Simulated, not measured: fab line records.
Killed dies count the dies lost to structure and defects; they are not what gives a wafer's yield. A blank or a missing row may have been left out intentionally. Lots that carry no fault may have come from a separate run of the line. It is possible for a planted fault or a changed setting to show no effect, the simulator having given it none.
Which tool is to blame? + flow n5_finfet + Sampling: 24 lots, 72 wafers, 6 of 1938 route steps

WHAT THE GAUGES SHOWED, per wafer
Not one reading of a measure or inspect step in the record can be checked against a usual standard deviation.

TOOL THAT RAN EACH LOT (tool first, then ch and the chambers of the sampled wafers, then the start)
| lot  | N5_MOL_CONTACT_COAG_ETCHBACK_132   | N5_MOL_CONTACT_COAG_ETCH_91        | N5_BEOL_M0_SAQP_SPACER1_ALD_98    | N5_BEOL_M0_SAQP_STRIP_75           | N5_BEOL_M0_SPUTTER_116       | N5_BEOL_M0_ANNEAL_119            |
|------|------------------------------------|------------------------------------|-----------------------------------|------------------------------------|------------------------------|----------------------------------|
| L074 | rie_diel-03 ch 0,1,2, day 5 05:20  | rie_diel-03 ch 0,1,2, day 5 05:22  | ald_sin-02 ch 2,3, day 5 13:58    | rie_diel-06 ch 0,1,2, day 5 17:57  | pvd_sputter-02, day 5 23:41  | rtp_anneal-02 ch 0, day 6 00:14  |
| L075 | rie_diel-03 ch 1,2,3, day 5 08:00  | rie_diel-03 ch 1,2,3, day 5 08:02  | ald_sin-01 ch 0,2, day 5 19:46    | rie_diel-06 ch 0,3, day 5 23:59    | pvd_sputter-03, day 6 03:41  | rtp_anneal-01 ch 0, day 6 04:20  |
| L076 | rie_diel-04 ch 0,1,2, day 5 15:44  | rie_diel-04 ch 0,1,2, day 5 15:46  | ald_sin-03 ch 0,1,2, day 6 00:26  | rie_diel-01 ch 0,1,2, day 6 05:02  | pvd_sputter-01, day 6 08:26  | rtp_anneal-01 ch 0, day 6 09:28  |
| L077 | rie_diel-05 ch 0,2, day 5 22:52    | rie_diel-05 ch 0,2, day 5 22:53    | ald_sin-02 ch 0,1,3, day 6 08:33  | rie_diel-02 ch 0,1,2, day 6 13:02  | pvd_sputter-03, day 6 16:35  | rtp_anneal-01 ch 0, day 6 17:38  |
| L078 | rie_diel-04 ch 0,1,3, day 6 01:43  | rie_diel-04 ch 0,1,3, day 6 01:46  | ald_sin-03 ch 0,1,3, day 6 10:49  | rie_diel-02 ch 0,1,2, day 6 14:59  | pvd_sputter-03, day 6 19:04  | rtp_anneal-02 ch 0, day 6 19:40  |
| L080 | rie_diel-03 ch 2,3, day 6 11:08    | rie_diel-03 ch 2,3, day 6 11:11    | ald_sin-03 ch 0,1,3, day 6 20:35  | rie_diel-06 ch 1,2,3, day 7 00:37  | pvd_sputter-03, day 7 06:59  | rtp_anneal-01 ch 0, day 7 07:35  |
| L079 | rie_diel-03 ch 0,2,3, day 6 12:53  | rie_diel-03 ch 0,2,3, day 6 12:55  | ald_sin-02 ch 0,3, day 7 02:43    | rie_diel-01 ch 0,2,3, day 7 06:54  | pvd_sputter-01, day 7 11:20  | rtp_anneal-02 ch 0, day 7 11:54  |
| L081 | rie_diel-04 ch 0,2, day 6 23:33    | rie_diel-04 ch 0,2, day 6 23:35    | ald_sin-02 ch 1,2,3, day 7 08:56  | rie_diel-02 ch 0,1,2, day 7 12:59  | pvd_sputter-01, day 7 17:13  | rtp_anneal-01 ch 0, day 7 18:45  |
| L082 | rie_diel-03 ch 0,1,2, day 7 08:41  | rie_diel-03 ch 0,1,2, day 7 08:43  | ald_sin-03 ch 0,1,2, day 7 18:37  | rie_diel-01 ch 1,2,3, day 7 22:23  | pvd_sputter-01, day 8 03:07  | rtp_anneal-02 ch 0, day 8 03:43  |
| L083 | rie_diel-03 ch 0,3, day 7 09:47    | rie_diel-03 ch 0,3, day 7 09:50    | ald_sin-03 ch 0,2,3, day 7 21:14  | rie_diel-01 ch 1,3, day 8 01:25    | pvd_sputter-02, day 8 04:50  | rtp_anneal-02 ch 0, day 8 05:26  |
| L084 | rie_diel-05 ch 1,2, day 7 15:10    | rie_diel-05 ch 1,2, day 7 15:12    | ald_sin-03 ch 1,2, day 8 01:05    | rie_diel-02 ch 1,2,3, day 8 05:33  | pvd_sputter-02, day 8 13:22  | rtp_anneal-01 ch 0, day 8 14:04  |
| L085 | rie_diel-04 ch 1,3, day 7 23:54    | rie_diel-04 ch 1,3, day 7 23:56    | ald_sin-02 ch 0,2,3, day 8 12:48  | rie_diel-02 ch 0,1,3, day 8 17:19  | pvd_sputter-01, day 8 20:30  | rtp_anneal-01 ch 0, day 8 21:06  |
| L086 | rie_diel-05 ch 1,2, day 8 07:13    | rie_diel-05 ch 1,2, day 8 07:15    | ald_sin-02 ch 1,2,3, day 8 15:50  | rie_diel-02 ch 0,2,3, day 8 20:16  | pvd_sputter-03, day 9 00:53  | rtp_anneal-02 ch 0, day 9 01:26  |
| L087 | rie_diel-03 ch 1,2,3, day 8 07:52  | rie_diel-03 ch 1,2,3, day 8 07:55  | ald_sin-02 ch 1,2,3, day 8 19:07  | rie_diel-06 ch 0,1,2, day 9 00:22  | pvd_sputter-03, day 9 06:44  | rtp_anneal-01 ch 0, day 9 07:31  |
| L088 | rie_diel-04 ch 1,2,3, day 8 19:02  | rie_diel-04 ch 1,2,3, day 8 19:04  | ald_sin-02 ch 0,3, day 9 06:35    | rie_diel-01 ch 1,2,3, day 9 10:39  | pvd_sputter-01, day 9 16:37  | rtp_anneal-01 ch 0, day 9 17:10  |
| L089 | rie_diel-03 ch 0,2,3, day 8 20:16  | rie_diel-03 ch 0,2,3, day 8 20:18  | ald_sin-02 ch 0,1,2, day 9 07:38  | rie_diel-02 ch 0,1,2, day 9 11:35  | pvd_sputter-01, day 9 16:04  | rtp_anneal-02 ch 0, day 9 16:37  |
| L090 | rie_diel-05 ch 2,3, day 9 02:23    | rie_diel-05 ch 2,3, day 9 02:26    | ald_sin-01 ch 0,2,3, day 9 11:51  | rie_diel-06 ch 0,1,2, day 9 15:50  | pvd_sputter-01, day 9 20:54  | rtp_anneal-02 ch 0, day 9 21:30  |
| L091 | rie_diel-03 ch 1,2,3, day 9 14:13  | rie_diel-03 ch 1,2,3, day 9 14:14  | ald_sin-01 ch 1,2, day 9 23:43    | rie_diel-01 ch 0,2,3, day 10 04:39 | pvd_sputter-02, day 10 11:00 | rtp_anneal-02 ch 0, day 10 11:36 |
| L092 | rie_diel-04 ch 2,3, day 9 14:22    | rie_diel-04 ch 2,3, day 9 14:25    | ald_sin-02 ch 0,1,3, day 10 04:04 | rie_diel-02 ch 2,3, day 10 07:58   | pvd_sputter-01, day 10 13:36 | rtp_anneal-01 ch 0, day 10 14:33 |
| L093 | rie_diel-04 ch 0,2, day 9 18:11    | rie_diel-04 ch 0,2, day 9 18:13    | ald_sin-03 ch 0,1,3, day 10 04:32 | rie_diel-06 ch 1,2, day 10 08:32   | pvd_sputter-03, day 10 15:21 | rtp_anneal-01 ch 0, day 10 15:54 |
| L094 | rie_diel-04 ch 0,1,3, day 10 01:22 | rie_diel-04 ch 0,1,3, day 10 01:25 | ald_sin-01 ch 1,2,3, day 10 10:43 | rie_diel-02 ch 0,1,2, day 10 14:59 | pvd_sputter-02, day 10 19:07 | rtp_anneal-01 ch 0, day 10 19:43 |
| L095 | rie_diel-04 ch 0,2, day 10 05:48   | rie_diel-04 ch 0,2, day 10 05:50   | ald_sin-02 ch 1,3, day 10 14:11   | rie_diel-01 ch 0,1,3, day 10 18:15 | pvd_sputter-01, day 11 00:41 | rtp_anneal-01 ch 0, day 11 01:14 |
| L096 | rie_diel-05 ch 2,3, day 10 16:14   | rie_diel-05 ch 2,3, day 10 16:16   | ald_sin-03 ch 1,2,3, day 11 02:39 | rie_diel-06 ch 1,2, day 11 06:40   | pvd_sputter-02, day 11 13:55 | rtp_anneal-01 ch 0, day 11 14:28 |
| L097 | rie_diel-04 ch 0,1,2, day 10 20:30 | rie_diel-04 ch 0,1,2, day 10 20:32 | ald_sin-02 ch 0,1,3, day 11 06:18 | rie_diel-01 ch 0,2, day 11 10:11   | pvd_sputter-01, day 11 15:34 | rtp_anneal-01 ch 0, day 11 16:10 |
- N5_MOL_CONTACT_COAG_ETCHBACK_132: etches SiO2 in CHF3, target depth 10 nm, time 6.7 s.
- N5_MOL_CONTACT_COAG_ETCH_91: etches SOC in N2/H2, target depth 60 nm, overetch 21 nm, time 101.2 s.
- N5_BEOL_M0_SAQP_SPACER1_ALD_98: deposits SiO2, target thk 12.8 nm, pulse time 1 s, purge time 2 s.
- N5_BEOL_M0_SAQP_STRIP_75: strips in CF4.
- N5_BEOL_M0_SPUTTER_116: material Cu, target thk 4 nm, time 7.37 s.
- N5_BEOL_M0_ANNEAL_119: time 90 s.

AS READ BY THE TOOLS THEMSELVES (means over the sampled wafers that have a number; for cases with no such wafer, the mark the record gives instead)
N5_MOL_CONTACT_COAG_ETCHBACK_132.
| lot  | tool        | drypump_motor_current_A (A) | oes_ar_750_au (a.u.) | oes_product_au (a.u.) | rf_vpp_V (V) | showerhead_plenum_p_Torr (Torr) | throttle_valve_pct (%) |
|------|-------------|-----------------------------|----------------------|-----------------------|--------------|---------------------------------|------------------------|
| L074 | rie_diel-03 | 5.9                         | 0.76                 | 0.76                  | 527          | 2.41                            | 19.10                  |
| L075 | rie_diel-03 | 6.1                         | 0.74                 | 0.73                  | 531          | 2.40                            | 19.01                  |
| L076 | rie_diel-04 | 5.6                         | 0.70                 | 0.70                  | 523          | 2.39                            | 18.71                  |
| L077 | rie_diel-05 | 6.2                         | 0.85                 | 0.86                  | 523          | 2.33                            | 18.41                  |
| L078 | rie_diel-04 | 5.9                         | 0.70                 | 0.69                  | 523          | 2.36                            | 18.85                  |
| L080 | rie_diel-03 | 5.8                         | 0.74                 | 0.74                  | 533          | 2.44                            | 19.01                  |
| L079 | rie_diel-03 | 5.8                         | 0.80                 | 0.80                  | 528          | 2.42                            | 18.90                  |
| L081 | rie_diel-04 | 5.4                         | 0.68                 | 0.67                  | 527          | 2.41                            | 18.75                  |
| L082 | rie_diel-03 | 5.9                         | 0.83                 | 0.84                  | 527          | 2.40                            | 18.99                  |
| L083 | rie_diel-03 | 6.1                         | 0.83                 | 0.83                  | 526          | 2.40                            | 18.70                  |
| L084 | rie_diel-05 | 6.3                         | 0.77                 | 0.78                  | 520          | 2.33                            | 18.68                  |
| L085 | rie_diel-04 | 6.2                         | 0.69                 | 0.68                  | 517          | 2.29                            | 19.00                  |
| L086 | rie_diel-05 | 6.3                         | 0.78                 | 0.77                  | 519          | 2.33                            | 18.69                  |
| L087 | rie_diel-03 | 6.1                         | 0.81                 | 0.81                  | 531          | 2.39                            | 18.89                  |
| L088 | rie_diel-04 | 5.9                         | 0.78                 | 0.78                  | 517          | 2.32                            | 18.75                  |
| L089 | rie_diel-03 | 5.9                         | 0.78                 | 0.78                  | 529          | 2.42                            | 18.93                  |
| L090 | rie_diel-05 | 6.3                         | 0.77                 | 0.77                  | 521          | 2.36                            | 18.72                  |
| L091 | rie_diel-03 | 6.1                         | 0.79                 | 0.79                  | 531          | 2.39                            | 18.92                  |
| L092 | rie_diel-04 | 5.7                         | 0.95                 | 0.95                  | 518          | 2.41                            | 18.49                  |
| L093 | rie_diel-04 | 5.4                         | 0.95                 | 0.96                  | 525          | 2.41                            | 18.39                  |
| L094 | rie_diel-04 | 5.9                         | 0.86                 | 0.87                  | 525          | 2.45                            | 18.62                  |
| L095 | rie_diel-04 | 5.4                         | 0.93                 | 0.94                  | 521          | 2.37                            | 18.38                  |
| L096 | rie_diel-05 | 6.3                         | 0.76                 | 0.76                  | 521          | 2.36                            | 18.73                  |
| L097 | rie_diel-04 | 5.6                         | 0.84                 | 0.85                  | 523          | 2.37                            | 18.51                  |

N5_MOL_CONTACT_COAG_ETCH_91.
| lot  | tool        | drypump_motor_current_A (A) | oes_product_au (a.u.) | rf_vpp_V (V) | showerhead_plenum_p_Torr (Torr) | throttle_valve_pct (%) |
|------|-------------|-----------------------------|-----------------------|--------------|---------------------------------|------------------------|
| L074 | rie_diel-03 | 5.9                         | 0.64                  | 524.4        | 2.58                            | 18.23                  |
| L075 | rie_diel-03 | 6.1                         | 0.62                  | 524.9        | 2.57                            | 18.09                  |
| L076 | rie_diel-04 | 5.6                         | 0.59                  | 524.2        | 2.56                            | 17.82                  |
| L077 | rie_diel-05 | 6.2                         | 0.72                  | 522.3        | 2.48                            | 17.60                  |
| L078 | rie_diel-04 | 5.9                         | 0.59                  | 522.4        | 2.52                            | 17.98                  |
| L080 | rie_diel-03 | 5.7                         | 0.62                  | 525.1        | 2.60                            | 18.12                  |
| L079 | rie_diel-03 | 5.8                         | 0.67                  | 525.2        | 2.59                            | 18.01                  |
| L081 | rie_diel-04 | 5.4                         | 0.57                  | 523.8        | 2.58                            | 17.87                  |
| L082 | rie_diel-03 | 5.9                         | 0.70                  | 523.9        | 2.57                            | 18.13                  |
| L083 | rie_diel-03 | 6.2                         | 0.69                  | 524.6        | 2.57                            | 17.79                  |
| L084 | rie_diel-05 | 6.3                         | 0.65                  | 522.9        | 2.48                            | 17.79                  |
| L085 | rie_diel-04 | 6.3                         | 0.57                  | 520.7        | 2.45                            | 18.10                  |
| L086 | rie_diel-05 | 6.3                         | 0.64                  | 522.1        | 2.48                            | 17.79                  |
| L087 | rie_diel-03 | 6.1                         | 0.68                  | 524.6        | 2.56                            | 18.01                  |
| L088 | rie_diel-04 | 5.9                         | 0.65                  | 521.9        | 2.47                            | 17.83                  |
| L089 | rie_diel-03 | 5.8                         | 0.65                  | 525.4        | 2.58                            | 18.06                  |
| L090 | rie_diel-05 | 6.3                         | 0.65                  | 524.0        | 2.52                            | 17.84                  |
| L091 | rie_diel-03 | 6.1                         | 0.67                  | 523.6        | 2.56                            | 18.03                  |
| L092 | rie_diel-04 | 5.7                         | 0.79                  | 524.5        | 2.56                            | 17.51                  |
| L093 | rie_diel-04 | 5.4                         | 0.79                  | 524.3        | 2.57                            | 17.48                  |
| L094 | rie_diel-04 | 5.9                         | 0.72                  | 525.3        | 2.62                            | 17.75                  |
| L095 | rie_diel-04 | 5.4                         | 0.77                  | 522.7        | 2.52                            | 17.42                  |
| L096 | rie_diel-05 | 6.3                         | 0.63                  | 522.9        | 2.51                            | 17.85                  |
| L097 | rie_diel-04 | 5.6                         | 0.71                  | 524.2        | 2.54                            | 17.62                  |

N5_BEOL_M0_SAQP_SPACER1_ALD_98.
| lot  | tool       | heater_power_w (W) | precursor_pulse_height_rel |
|------|------------|--------------------|----------------------------|
| L074 | ald_sin-02 | 534                | 0.992                      |
| L075 | ald_sin-01 | 484                | 1.010                      |
| L076 | ald_sin-03 | 500                | 1.001                      |
| L077 | ald_sin-02 | 480                | 0.994                      |
| L078 | ald_sin-03 | 513                | 0.993                      |
| L080 | ald_sin-03 | 516                | 0.990                      |
| L079 | ald_sin-02 | 532                | 0.994                      |
| L081 | ald_sin-02 | 492                | 1.003                      |
| L082 | ald_sin-03 | 500                | 0.981                      |
| L083 | ald_sin-03 | 487                | 1.006                      |
| L084 | ald_sin-03 | 514                | 1.013                      |
| L085 | ald_sin-02 | 502                | 1.006                      |
| L086 | ald_sin-02 | 496                | 0.997                      |
| L087 | ald_sin-02 | 492                | 1.005                      |
| L088 | ald_sin-02 | 522                | 0.987                      |
| L089 | ald_sin-02 | 461                | 0.982                      |
| L090 | ald_sin-01 | 492                | 1.003                      |
| L091 | ald_sin-01 | 456                | 1.006                      |
| L092 | ald_sin-02 | 485                | 1.002                      |
| L093 | ald_sin-03 | 513                | 0.985                      |
| L094 | ald_sin-01 | 490                | 0.979                      |
| L095 | ald_sin-02 | 477                | 1.001                      |
| L096 | ald_sin-03 | 517                | 0.992                      |
| L097 | ald_sin-02 | 488                | 1.029                      |

N5_BEOL_M0_SAQP_STRIP_75.
| lot  | tool        | drypump_motor_current_A (A) | oes_product_au (a.u.) | rf_vpp_V (V) | showerhead_plenum_p_Torr (Torr) | throttle_valve_pct (%) |
|------|-------------|-----------------------------|-----------------------|--------------|---------------------------------|------------------------|
| L074 | rie_diel-06 | 5.1                         | 0.178                 | 270.5        | 1.76                            | 13.65                  |
| L075 | rie_diel-06 | 5.6                         | 0.164                 | 269.8        | 1.73                            | 13.65                  |
| L076 | rie_diel-01 | 5.5                         | 0.176                 | 270.9        | 1.78                            | 13.52                  |
| L077 | rie_diel-02 | 5.5                         | 0.187                 | 270.1        | 1.78                            | 13.36                  |
| L078 | rie_diel-02 | 5.5                         | 0.191                 | 271.1        | 1.78                            | 13.37                  |
| L080 | rie_diel-06 | 5.2                         | 0.172                 | 269.6        | 1.72                            | 13.58                  |
| L079 | rie_diel-01 | 5.8                         | 0.173                 | 269.9        | 1.75                            | 13.51                  |
| L081 | rie_diel-02 | 5.6                         | 0.188                 | 271.3        | 1.78                            | 13.38                  |
| L082 | rie_diel-01 | 5.6                         | 0.166                 | 271.7        | 1.81                            | 13.68                  |
| L083 | rie_diel-01 | 5.0                         | 0.166                 | 272.3        | 1.83                            | 13.80                  |
| L084 | rie_diel-02 | 5.7                         | 0.177                 | 269.8        | 1.75                            | 13.51                  |
| L085 | rie_diel-02 | 5.8                         | 0.186                 | 271.4        | 1.81                            | 13.40                  |
| L086 | rie_diel-02 | 5.4                         | 0.182                 | 271.2        | 1.81                            | 13.47                  |
| L087 | rie_diel-06 | 5.1                         | 0.171                 | 269.7        | 1.75                            | 13.71                  |
| L088 | rie_diel-01 | 5.6                         | 0.165                 | 270.9        | 1.81                            | 13.70                  |
| L089 | rie_diel-02 | 5.5                         | 0.182                 | 270.6        | 1.78                            | 13.40                  |
| L090 | rie_diel-06 | 5.1                         | 0.174                 | 270.8        | 1.75                            | 13.72                  |
| L091 | rie_diel-01 | 5.8                         | 0.171                 | 269.2        | 1.74                            | 13.56                  |
| L092 | rie_diel-02 | 5.6                         | 0.173                 | 270.8        | 1.77                            | 13.60                  |
| L093 | rie_diel-06 | 5.0                         | 0.170                 | 268.7        | 1.73                            | 13.66                  |
| L094 | rie_diel-02 | 5.5                         | 0.180                 | 272.0        | 1.77                            | 13.42                  |
| L095 | rie_diel-01 | 5.3                         | 0.167                 | 270.2        | 1.77                            | 13.69                  |
| L096 | rie_diel-06 | 5.0                         | 0.168                 | 270.0        | 1.72                            | 13.67                  |
| L097 | rie_diel-01 | 5.7                         | 0.172                 | 269.2        | 1.71                            | 13.46                  |

N5_BEOL_M0_SPUTTER_116.
| lot  | tool           | throttle_valve_pct (%) |
|------|----------------|------------------------|
| L074 | pvd_sputter-02 | 28.1                   |
| L075 | pvd_sputter-03 | 29.8                   |
| L076 | pvd_sputter-01 | 28.8                   |
| L077 | pvd_sputter-03 | 29.9                   |
| L078 | pvd_sputter-03 | 29.6                   |
| L080 | pvd_sputter-03 | 29.5                   |
| L079 | pvd_sputter-01 | 29.4                   |
| L081 | pvd_sputter-01 | 28.7                   |
| L082 | pvd_sputter-01 | 29.5                   |
| L083 | pvd_sputter-02 | 30.2                   |
| L084 | pvd_sputter-02 | 29.5                   |
| L085 | pvd_sputter-01 | 29.4                   |
| L086 | pvd_sputter-03 | 30.9                   |
| L087 | pvd_sputter-03 | 29.4                   |
| L088 | pvd_sputter-01 | 29.5                   |
| L089 | pvd_sputter-01 | 29.9                   |
| L090 | pvd_sputter-01 | 29.9                   |
| L091 | pvd_sputter-02 | 30.2                   |
| L092 | pvd_sputter-01 | 29.3                   |
| L093 | pvd_sputter-03 | 30.2                   |
| L094 | pvd_sputter-02 | 30.2                   |
| L095 | pvd_sputter-01 | 29.1                   |
| L096 | pvd_sputter-02 | 30.2                   |
| L097 | pvd_sputter-01 | 29.7                   |

N5_BEOL_M0_ANNEAL_119.
| lot  | tool          | wafer_temp_C_max |
|------|---------------|------------------|
| L074 | rtp_anneal-02 | 226.13           |
| L075 | rtp_anneal-01 | 225.67           |
| L076 | rtp_anneal-01 | 225.62           |
| L077 | rtp_anneal-01 | 225.73           |
| L078 | rtp_anneal-02 | 225.85           |
| L080 | rtp_anneal-01 | 225.93           |
| L079 | rtp_anneal-02 | 225.90           |
| L081 | rtp_anneal-01 | 225.50           |
| L082 | rtp_anneal-02 | 225.85           |
| L083 | rtp_anneal-02 | 225.97           |
| L084 | rtp_anneal-01 | 225.59           |
| L085 | rtp_anneal-01 | 225.53           |
| L086 | rtp_anneal-02 | 225.69           |
| L087 | rtp_anneal-01 | 225.68           |
| L088 | rtp_anneal-01 | 225.43           |
| L089 | rtp_anneal-02 | 225.78           |
| L090 | rtp_anneal-02 | 225.96           |
| L091 | rtp_anneal-02 | 225.68           |
| L092 | rtp_anneal-01 | 225.62           |
| L093 | rtp_anneal-01 | 225.76           |
| L094 | rtp_anneal-01 | 225.68           |
| L095 | rtp_anneal-01 | 225.82           |
| L096 | rtp_anneal-01 | 225.40           |
| L097 | rtp_anneal-01 | 225.56           |

THE ANSWER, worked out from the rows above alone
Rule: the lots themselves supply what counts as usual. The widest of any qualifying gaps counts: lots, ordered by their means at a reading, are off when they make up no more than a third of the lots, leave a main group of 4 or more, and stand apart from it by 3 or more times the standard deviation of that group's means. If all means in a main group match to the digits the tables above print for the reading, that group is not used. Also off: a lot with no number at a reading for which 4 or more lots have one. All remaining lots with rows at the step are treated as sound. First the gauges in route order, then the tools' own readings, where a lot's mean is used as printed above. The first step at which some lot is off is used, and at that step the reading that is off furthest; a lot without a number counts as furthest.
No lot is off at any reading shown: from this, nothing can be told.

WHAT THE SIMULATOR PUT IN
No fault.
